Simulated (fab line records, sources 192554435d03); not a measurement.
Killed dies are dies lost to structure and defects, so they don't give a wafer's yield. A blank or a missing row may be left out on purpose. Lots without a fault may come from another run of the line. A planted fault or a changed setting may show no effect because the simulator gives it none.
Which tool did it? | flow n5_finfet | 8 lots, 23 wafers sampled, at 7 steps of a route of 1938

WHAT THE GAUGES READ, wafer by wafer
N5_SD_EPI_N_INSPECT_26: inspects for defects (darkfield). Usual: raw_defect_count 197, standard deviation 43.
lot  | measured    | on                | raw_defect_count | flag
L383 | day 3 09:04 | defect_inspect-01 | 310 306 331      |
L385 | day 3 22:51 | defect_inspect-02 | 277 239 258      |
L387 | day 4 10:46 | defect_inspect-01 | 199 223          |
L389 | day 4 23:08 | defect_inspect-02 | 196 177 208      |
L390 | day 5 09:40 | defect_inspect-02 | 236 254 233      |
L398 | day 7 06:07 | defect_inspect-01 | 174 139 184      |
L401 | day 7 23:08 | defect_inspect-01 | 260 236 196      |
L404 | day 8 17:09 | defect_inspect-02 | 215 138 181      |

N5_SD_EPI_P_EPI_MEAS_23. Usual: thk_nm 61.1 nm, standard deviation 1.3.
lot  | measured    | on            | thk_nm (nm)    | flag
L383 | day 3 14:16 | film_metro-01 | 62.9 61.9 64.1 |
L385 | day 4 03:43 | film_metro-02 | 60.8 62.1 61.5 |
L387 | day 4 14:49 | film_metro-02 | 58.9 63.6      |
L389 | day 5 03:17 | film_metro-02 | 42.6 43.7 42.7 | OFF
L390 | day 5 13:42 | film_metro-02 | 45.1 44.4 44.5 | OFF
L398 | day 7 10:02 | film_metro-01 | 60.5 60.7 62.3 |
L401 | day 8 03:40 | film_metro-01 | 61.5 59.0 64.0 |
L404 | day 8 22:08 | film_metro-01 | 60.4 60.9 62.3 |

N5_SD_ACTIVATION_RS_MEAS_03: measures by four-point-probe. Usual: RS_SD_N 21.90 ohm/sq, standard deviation 0.3; RS_SD_P 56.1 ohm/sq, standard deviation 0.87.
lot  | measured    | on            | RS_SD_N (ohm/sq)  | RS_SD_P (ohm/sq)  | flag
L383 | day 3 14:53 | film_metro-01 | 22.33 22.02 22.14 | 54.6 54.6 54.6    |
L385 | day 4 04:20 | film_metro-02 | 22.16 22.58 22.04 | 56.1 56.7 56.5    |
L387 | day 4 15:29 | film_metro-01 | 22.24 21.90       | 57.9 56.7         |
L389 | day 5 03:56 | film_metro-02 | 22.07 22.11 22.11 | 103.2 104.1 104.6 | OFF
L390 | day 5 14:20 | film_metro-02 | 21.78 21.64 21.73 | 102.3 99.3 100.3  | OFF
L398 | day 7 10:40 | film_metro-01 | 22.16 22.06 21.87 | 56.0 55.9 54.7    |
L401 | day 8 04:20 | film_metro-02 | 21.70 21.68 21.60 | 55.3 57.1 56.0    |
L404 | day 8 22:56 | film_metro-01 | 21.96 21.87 22.01 | 55.9 55.4 55.6    |

N5_BEOL_M4_RC_MEAS_101. Usual: DIBL_N 37.5 mV/V, standard deviation 1.9; DIBL_P 37.3 mV/V, standard deviation 2.4; IOFF_N 0.18 nA/um, standard deviation 0.038; IOFF_P 0.23 nA/um, standard deviation 0.045; ION_N 677 uA/um, standard deviation 11; ION_P 464 uA/um, standard deviation 8.1; RC_DENSE_P 23.7 ohm.um, standard deviation 0.82; RC_P 19.3 ohm.um, standard deviation 0.63; REXT_P 100.4 ohm.um, standard deviation 2.2; RS_SD_P 65.9 ohm/sq, standard deviation 0.93; SS_N 72.0 mV/dec, standard deviation 0.68; SS_P 73.5 mV/dec, standard deviation 0.77; VT_N 249 mV, standard deviation 3.3; VT_P -249 mV, standard deviation 3.6; VT_P_LVT -98 mV, standard deviation 3.1.
lot  | measured     | on        | DIBL_N (mV/V)  | DIBL_P (mV/V)  | IOFF_N (nA/um) | IOFF_P (nA/um) | ION_N (uA/um) | ION_P (uA/um) | RC_DENSE_P (ohm.um) | RC_P (ohm.um)  | REXT_P (ohm.um)   | RS_SD_P (ohm/sq)  | SS_N (mV/dec)  | SS_P (mV/dec)  | VT_N (mV)   | VT_P (mV)      | VT_P_LVT (mV)  | flag
L383 | day 7 19:20  | prober-01 | 38.4 36.5 39.9 | 37.3 36.1 39.5 | 0.22 0.17 0.24 | 0.24 0.21 0.27 | 688 667 679   | 468 460 461   | 23.9 23.6 26.2      | 19.6 19.5 21.2 | 100.0 100.2 102.8 | 64.0 64.8 63.5    | 72.3 71.8 72.8 | 74.0 73.1 74.7 | 242 248 245 | -247 -253 -247 | -95 -98 -94    |
L385 | day 8 17:16  | prober-01 | 36.2 34.6 33.8 | 38.4 33.9 35.0 | 0.18 0.15 0.13 | 0.24 0.17 0.18 | 671 667 657   | 468 461 457   | 23.3 24.2 24.3      | 19.0 20.0 19.7 | 102.1 101.2 101.8 | 65.7 66.4 66.7    | 72.0 72.0 71.6 | 73.2 72.3 72.8 | 251 252 252 | -247 -251 -252 | -96 -99 -100   |
L387 | day 9 04:13  | prober-01 | 38.2 36.4      | 37.2 35.1      | 0.18 0.15      | 0.25 0.22      | 685 673       | 471 469       | 24.4 24.3           | 20.1 19.8      | 104.0 104.7       | 68.4 65.9         | 71.5 71.0      | 73.8 72.5      | 247 248     | -247 -250      | -95 -98        |
L389 | day 9 20:13  | prober-01 | 35.6 38.9 38.5 | 34.2 36.5 35.7 | 0.16 0.21 0.21 | 0.15 0.17 0.15 | 682 692 687   | 431 434 423   | 28.2 27.7 28.2      | 23.0 22.6 23.1 | 139.4 139.4 140.0 | 117.7 118.9 118.2 | 71.4 71.5 72.3 | 73.8 73.8 73.7 | 247 248 248 | -260 -258 -259 | -109 -108 -109 | OFF
L390 | day 10 03:54 | prober-01 | 39.1 37.8 36.3 | 38.2 35.6 34.5 | 0.18 0.16 0.14 | 0.14 0.12 0.11 | 665 665 666   | 417 415 411   | 27.8 27.3 28.1      | 22.5 22.5 23.0 | 138.4 136.0 138.5 | 117.8 114.1 116.7 | 73.1 72.4 71.7 | 73.7 72.6 72.4 | 252 255 255 | -263 -261 -266 | -112 -112 -115 | OFF
L398 | day 12 09:42 | prober-01 | 38.6 42.1 40.1 | 38.3 41.9 38.9 | 0.18 0.27 0.22 | 0.26 0.32 0.26 | 678 703 697   | 468 473 474   | 22.7 23.5 22.6      | 18.7 19.1 18.3 | 99.0 98.8 97.9    | 65.3 65.7 64.0    | 72.4 73.1 73.2 | 74.2 75.1 74.1 | 246 244 247 | -246 -243 -249 | -96 -92 -95    |
L401 | day 12 19:32 | prober-02 | 36.3 37.6 38.5 | 36.1 37.0 37.8 | 0.15 0.17 0.17 | 0.20 0.21 0.21 | 689 677 669   | 471 458 457   | 23.9 22.6 22.4      | 19.3 18.8 18.3 | 98.2 99.8 98.4    | 64.8 66.9 65.8    | 71.4 71.7 72.2 | 72.4 72.8 73.7 | 249 248 253 | -251 -250 -252 | -100 -99 -102  |
L404 | day 13 12:23 | prober-02 | 38.9 36.0 34.5 | 38.9 36.7 36.0 | 0.22 0.15 0.13 | 0.25 0.21 0.20 | 682 675 664   | 458 466 462   | 23.5 24.9 25.9      | 19.2 20.4 21.0 | 95.0 95.7 96.5    | 66.6 65.9 65.3    | 72.6 71.9 71.6 | 73.9 72.7 73.4 | 248 249 253 | -249 -248 -250 | -98 -99 -99    |

WHICH TOOL RAN EACH LOT (tool, then ch and the chambers of the sampled wafers, then the start)
lot  | N5_SD_EPI_P_ETCH_36               | N5_SD_EPI_P_ETCH_16               | N5_SD_EPI_P_EPI_21
L383 | rie_diel-01 ch 0,1, day 3 10:03   | rie_diel-01 ch 0, day 3 11:16     | epi_rpcvd-04 ch 0, day 3 12:26
L385 | rie_diel-05 ch 1,3, day 3 23:22   | rie_diel-05 ch 1,3, day 3 23:58   | epi_rpcvd-04 ch 0, day 4 00:49
L387 | rie_diel-01 ch 0,1, day 4 11:19   | rie_diel-01 ch 0,1, day 4 11:53   | epi_rpcvd-01 ch 0, day 4 13:41
L389 | rie_diel-02 ch 1,2,3, day 4 23:45 | rie_diel-02 ch 1,2,3, day 5 00:20 | epi_rpcvd-04 ch 0, day 5 02:08
L390 | rie_diel-01 ch 2,3, day 5 10:11   | rie_diel-01 ch 2,3, day 5 10:46   | epi_rpcvd-04 ch 0, day 5 12:13
L398 | rie_diel-05 ch 0,2,3, day 7 06:31 | rie_diel-05 ch 0,2,3, day 7 07:05 | epi_rpcvd-03 ch 0, day 7 08:11
L401 | rie_diel-02 ch 0,2, day 7 23:52   | rie_diel-02 ch 0,2, day 8 00:43   | epi_rpcvd-03 ch 0, day 8 02:32
L404 | rie_diel-01 ch 2,3, day 8 17:47   | rie_diel-01 ch 2,3, day 8 18:22   | epi_rpcvd-03 ch 0, day 8 19:42
- N5_SD_EPI_P_ETCH_36: etches SiARC in CF4, target depth 45.5 nm, time 75.8 s.
- N5_SD_EPI_P_ETCH_16: etches SiO2 in CHF3/O2, target depth 5 nm.
- N5_SD_EPI_P_EPI_21: deposits SiGe:B, time 355 s.

WHAT THE TOOLS THEMSELVES READ (means of the sampled wafers that have a number; where no wafer has one, the mark that the record gives instead)
N5_SD_EPI_P_ETCH_36. Usual: drypump_motor_current_A 5.9 A, standard deviation 0.31; etch_rf_on_time_s 75.3 s, standard deviation 1.9; oes_product_au 0.67 a.u., standard deviation 0.072; rf_vpp_V 184.0 V, standard deviation 1.1; showerhead_plenum_p_Torr 2.13 Torr, standard deviation 0.06; throttle_valve_pct 15.62 %, standard deviation 0.26.
lot  | tool        | drypump_motor_current_A (A) | etch_rf_on_time_s (s) | oes_product_au (a.u.) | rf_vpp_V (V) | showerhead_plenum_p_Torr (Torr) | throttle_valve_pct (%) | flag
L383 | rie_diel-01 | 6.2                         | 74.2                  | 0.66                  | 184.5        | 2.16                            | 15.42                  |
L385 | rie_diel-05 | 5.9                         | 75.8                  | 0.66                  | 184.8        | 2.16                            | 15.60                  |
L387 | rie_diel-01 | 6.2                         | 74.4                  | 0.64                  | 184.4        | 2.17                            | 15.47                  |
L389 | rie_diel-02 | 6.2                         | 76.0                  | 0.61                  | 182.5        | 2.13                            | 15.94                  |
L390 | rie_diel-01 | 5.8                         | 75.4                  | 0.70                  | 183.3        | 2.11                            | 15.56                  |
L398 | rie_diel-05 | 5.8                         | 76.3                  | 0.67                  | 184.6        | 2.14                            | 15.54                  |
L401 | rie_diel-02 | 5.8                         | 76.2                  | 0.60                  | 183.6        | 2.15                            | 15.75                  |
L404 | rie_diel-01 | 5.8                         | 75.8                  | 0.67                  | 183.7        | 2.10                            | 15.60                  |

N5_SD_EPI_P_ETCH_16. Usual: drypump_motor_current_A 5.9 A, standard deviation 0.31; oes_product_au 0.77 a.u., standard deviation 0.083; rf_vpp_V 520 V, standard deviation 16; showerhead_plenum_p_Torr 2.40 Torr, standard deviation 0.073; throttle_valve_pct 18.88 %, standard deviation 0.21.
lot  | tool        | drypump_motor_current_A (A) | oes_product_au (a.u.) | rf_vpp_V (V) | showerhead_plenum_p_Torr (Torr) | throttle_valve_pct (%) | flag
L383 | rie_diel-01 | 6.1                         | 0.69                  | 529          | 2.47                            | 18.87                  |
L385 | rie_diel-05 | 5.9                         | 0.77                  | 529          | 2.42                            | 18.84                  |
L387 | rie_diel-01 | 6.2                         | 0.75                  | 525          | 2.45                            | 18.79                  |
L389 | rie_diel-02 | 6.2                         | 0.71                  | 509          | 2.38                            | 19.15                  |
L390 | rie_diel-01 | 5.8                         | 0.82                  | 522          | 2.37                            | 18.87                  |
L398 | rie_diel-05 | 5.8                         | 0.80                  | 527          | 2.40                            | 18.83                  |
L401 | rie_diel-02 | 5.8                         | 0.71                  | 507          | 2.41                            | 18.95                  |
L404 | rie_diel-01 | 5.8                         | 0.77                  | 521          | 2.37                            | 18.91                  |

N5_SD_EPI_P_EPI_21. Usual: chamber_pressure_Torr 20.00 Torr, standard deviation 0.042; lamp_inner_pct 10.9 %, standard deviation 0.7; susceptor_temp_C_max 551.2, standard deviation 0.37.
lot  | tool         | chamber_pressure_Torr (Torr) | lamp_inner_pct (%) | susceptor_temp_C_max | flag
L383 | epi_rpcvd-04 | 19.97                        | 10.1               | 551.4                |
L385 | epi_rpcvd-04 | 19.98                        | 10.0               | 551.1                |
L387 | epi_rpcvd-01 | 20.03                        | 10.5               | 551.7                |
L389 | epi_rpcvd-04 | 8.20                         | 10.0               | 551.5                | OFF
L390 | epi_rpcvd-04 | 8.28                         | 10.0               | 551.4                | OFF
L398 | epi_rpcvd-03 | 19.93                        | 11.7               | 551.0                |
L401 | epi_rpcvd-03 | 19.99                        | 11.6               | 550.8                |
L404 | epi_rpcvd-03 | 19.97                        | 11.6               | 551.3                |

THE ANSWER, worked out from the rows above alone
Rule: a lot is off if the mean of its wafers that have a number lies more than 3 standard deviations from the usual mean. A lot without any number at a reading at which 4 lots or more have one is off too. The other lots that the step has rows for count as sound. The gauges are gone through in route order, then the tools' own readings, and for those a lot's mean is taken as printed above. The first step at which some lot is off is used, and at that step the reading that is off furthest; a lot without a number counts as furthest.
Off: L389, L390, at N5_SD_EPI_P_EPI_MEAS_23 (thk_nm).
A tool fits if, at a process step before that reading, it ran every lot that is off, and no sound lot after the first of them. The gauges at N5_SD_EPI_P_EPI_MEAS_23 aren't tried: what is off there is off at N5_BEOL_M4_RC_MEAS_101 too, on other tools, and a gauge's error can't cause that. One fits: epi_rpcvd-04 at N5_SD_EPI_P_EPI_21. Its last sound lot is L385 (day 4 00:49), its first lot that is off L389 (day 5 02:08): a fault that began between those two fits.
The tool's own readings at N5_SD_EPI_P_EPI_21 bear it out: on the lots that are off they differ by more than 5 times the standard deviation of the sound lots' means. chamber_pressure_Torr reads 8.24 Torr there against 19.98 Torr on the sound lots.

WHAT THE SIMULATOR HAD PUT IN
Process parameter drift: epi_rpcvd-04, from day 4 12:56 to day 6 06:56, at N5_SD_EPI_P_EPI_21. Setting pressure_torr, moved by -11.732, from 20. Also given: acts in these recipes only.
Lots struck among those shown: L389, L390. The rule above found the same.
